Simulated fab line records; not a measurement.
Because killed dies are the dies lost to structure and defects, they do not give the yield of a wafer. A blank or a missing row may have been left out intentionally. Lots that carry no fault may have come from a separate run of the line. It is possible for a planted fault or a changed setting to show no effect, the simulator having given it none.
Code-filled problem report in 8D (eight disciplines) form | flow n5_finfet | the parts of the form that need people (team, actions taken, sign-off) are left out
Where a reading is given only as a bound, like >300, the bound stands for it, and a mean or a difference that rests on one is marked > or <: the true number lies beyond.

## 1. WHAT WENT WRONG
raw_defect_count at N5_HKMG_FIN_INSPECT_14 reads a mean of >300 on 1 wafer of 1 lot; wafers without a fault read 1.9 with a standard deviation of 1.5. That is +99 or more standard deviations from the usual mean.
The step: inspects for defects (macro).
First seen on wafer L487.3, day 7 21:49, on defect_inspect-02. At this step, 14 wafers from 5 lots have a number in the record. The rule behind "out" and "out of limits": a value lying over 4 standard deviations away from the usual mean. All remaining wafers that have a number are taken as sound.

## 2. WHAT IT IS, AND WHAT IT ISN'T
question                    | is                | is not
which readings at this step | raw_defect_count  | -
which lots                  | L487              | L472, L480, L492, L494
which wafers of those lots  | L487.3            | L487.2, L487.4
read on which gauges        | defect_inspect-02 | defect_inspect-01
when                        | from day 7 21:49  | up to then (7 sound wafers); but 6 sound wafers of L492, L494 came after

## 3. SUSPECTS, AND WHAT RULES EACH OUT
Counting: a tool at a process step up to the reading stays a suspect if it ran every lot that is out. Sound lots after the first of them don't rule it out here, since some wafers of a struck lot are sound.
- the gauge at N5_HKMG_FIN_INSPECT_14: kept. All the wafers that are out were read on defect_inspect-02, and no step on other tools shows them out.
- rie_diel-01 at N5_HKMG_FIN_STRIP_57 (strips in CF4): kept. It ran the lot that is out, L487 (day 7 18:37).
- plasma_asher-02 at N5_HKMG_FIN_STRIP_60 (strips in N2/H2, time 360 s): kept. It ran the lot that is out, L487 (day 7 19:18).
- ald_metal-04 at N5_HKMG_FIN_ALD_79 (deposits TiN, target thk 1.5 nm, pulse time 1 s, purge time 3 s): kept. L487, the lot that is out, went through it at day 7 19:48; up to then, the latest sound lot through it was L472 at day 4 04:22.
- wet_bench-04 at N5_HKMG_FIN_PRECLEAN_64 (cleans in dHF, time 30 s): kept. L487, the lot that is out, went through it at day 7 20:37; up to then, the latest sound lot through it was L480 at day 6 04:04.
- ald_metal-04 at N5_HKMG_FIN_PWFM_ALD_03 (deposits TiN, target thk 2 nm, pulse time 1 s, purge time 3 s): kept. It ran the lot that is out, L487 (day 7 21:03).
- rie_diel-01, N5_HKMG_FIN_STRIP_57: wafers that are out in chamber 0, sound lot-mates in chambers 1, 3.
- ald_metal-04, N5_HKMG_FIN_ALD_79: wafers that are out in chamber 3, sound lot-mates in chambers 0, 1.
- wet_bench-04, N5_HKMG_FIN_PRECLEAN_64: wafers that are out in chamber 0, sound lot-mates in chambers 5, 6.
- ald_metal-04, N5_HKMG_FIN_PWFM_ALD_03: wafers that are out in chamber 3, sound lot-mates in chambers 0, 1.
Left after counting: rie_diel-01 at N5_HKMG_FIN_STRIP_57, plasma_asher-02 at N5_HKMG_FIN_STRIP_60, ald_metal-04 at N5_HKMG_FIN_ALD_79, wet_bench-04 at N5_HKMG_FIN_PRECLEAN_64, ald_metal-04 at N5_HKMG_FIN_PWFM_ALD_03, defect_inspect-02 at N5_HKMG_FIN_INSPECT_14.

## 4. THE CAUSE (what the simulator had put in)
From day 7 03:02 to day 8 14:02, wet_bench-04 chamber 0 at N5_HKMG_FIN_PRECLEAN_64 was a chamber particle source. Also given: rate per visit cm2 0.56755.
After counting, 6 suspects remain, this tool included.

## 5. SEQUENCE OF EFFECTS, ordered by route
Each row: a reading whose mean over the struck wafers that have a number lies more than 3 standard deviations from the usual. Readings are gone through only where the record gives a usual standard deviation; hours: the median, over the lots, of the time from a lot's start at the first step in this table giving one to that lot's start at this step; sigmas: the change measured in usual standard deviations.
hours | step                   | reading          | usual | on struck wafers | change | sigmas
0     | N5_HKMG_FIN_INSPECT_14 | raw_defect_count | 1.9   | >300             | >+298  | +99 or more

## 6. WHAT WOULD HAVE CAUGHT IT SOONER
19 hours passed between the start of the fault at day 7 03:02 and the first reading out of limits at a measuring or inspecting step in this record, taken at day 7 21:49.
Of the tool readings at N5_HKMG_FIN_PRECLEAN_64 for which the record gives a usual standard deviation, none was out on any struck wafer, so an alarm limit of 4 standard deviations on them would not have fired.
All the lots that are out (1) had begun N5_HKMG_FIN_PRECLEAN_64 on wet_bench-04 by day 7 21:49. Had the tool been put on hold then, not one of them would have been saved.
